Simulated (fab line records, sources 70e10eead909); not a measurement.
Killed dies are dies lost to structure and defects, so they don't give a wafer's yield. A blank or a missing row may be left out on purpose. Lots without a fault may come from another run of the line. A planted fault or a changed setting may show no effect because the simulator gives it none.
Chamber matching | flow nand_harc | NHARC_P_CONTACT_CMP_24 on cmp-04: 4 sister chambers
The step polishes, t overpolish 30 s, target thk 200 nm. 16 wafers are shown with their chamber, then 8 later ones without.

WAFERS WITH THEIR CHAMBER
wafer  | chamber | motor_current_A (A) | time_to_endpoint_s (s) | overpolish_run_s (s)
L076.2 | 0       | 14.5                | 38.4                   | 30.012
L076.5 | 2       | 11.3                | 38.9                   | 29.997
L076.6 | 3       | 11.8                | 37.4                   | 29.995
L075.3 | 0       | 15.3                | 39.1                   | 30.006
L075.4 | 1       | 14.5                | 38.3                   | 30.006
L075.5 | 0       | 14.5                | 41.2                   | 30.008
L079.2 | 0       | 15.4                | 40.1                   | 29.994
L079.3 | 3       | 11.8                | 39.3                   | 30.004
L079.6 | 0       | 15.1                | 37.4                   | 29.993
L082.2 | 2       | 11.4                | 41.2                   | 29.997
L082.4 | 1       | 15.2                | 40.6                   | 29.998
L082.6 | 1       | 13.7                | 38.6                   | 29.994
L086.2 | 1       | 14.9                | 38.3                   | 30.009
L086.3 | 2       | 11.4                | 38.8                   | 30.006
L086.5 | 3       | 11.9                | 38.4                   | 30.001
L089.2 | 2       | 11.1                | 42.7                   | 29.986

SIGNATURES (means of the wafers above)
reading            | chamber 0 | chamber 1 | chamber 2 | chamber 3 | scatter within a chamber
motor_current_A    | 14.960    | 14.575    | 11.300    | 11.833    | 0.417
time_to_endpoint_s | 39.240    | 38.950    | 40.400    | 38.367    | 1.44
overpolish_run_s   | 30.00260  | 30.00175  | 29.99650  | 30.00000  | 0.00754
Rule: a wafer's distance from a chamber is the root of the sum, over the readings, of the square of ((its reading less the chamber's mean) divided by the reading's scatter). The wafer belongs to the nearest chamber; if the next one is less than 2 further off, it can't be placed. The scatter: the root of (the sum of the squares of (reading less its chamber's mean) over the shown wafers, divided by (wafers less chambers)).

WAFERS WITHOUT THEIR CHAMBER
wafer  | motor_current_A (A) | time_to_endpoint_s (s) | overpolish_run_s (s)
L089.3 | 12.2                | 41.1                   | 29.994
L089.5 | 11.7                | 45.0                   | 30.000
L090.1 | 14.2                | 40.9                   | 30.006
L090.3 | 11.4                | 41.5                   | 29.998
L090.5 | 14.9                | 41.7                   | 29.992
L093.2 | 15.8                | 37.9                   | 29.996
L093.3 | 11.1                | 38.2                   | 30.017
L093.6 | 10.9                | 38.2                   | 29.989

WHICH CHAMBER EACH WENT THROUGH
wafer  | from the rows above     | in truth
L089.3 | can't be placed: 3 or 2 | 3
L089.5 | can't be placed: 2 or 3 | 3
L090.1 | can't be placed: 1 or 0 | 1
L090.3 | can't be placed: 2 or 3 | 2
L090.5 | can't be placed: 0 or 1 | 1
L093.2 | can't be placed: 0 or 1 | 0
L093.3 | can't be placed: 3 or 2 | 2
L093.6 | can't be placed: 2 or 3 | 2
Placed correctly: 0 of 8. Can't be placed from these rows: 8 (the true chamber is among the candidates in 8). Placed wrongly: 0.
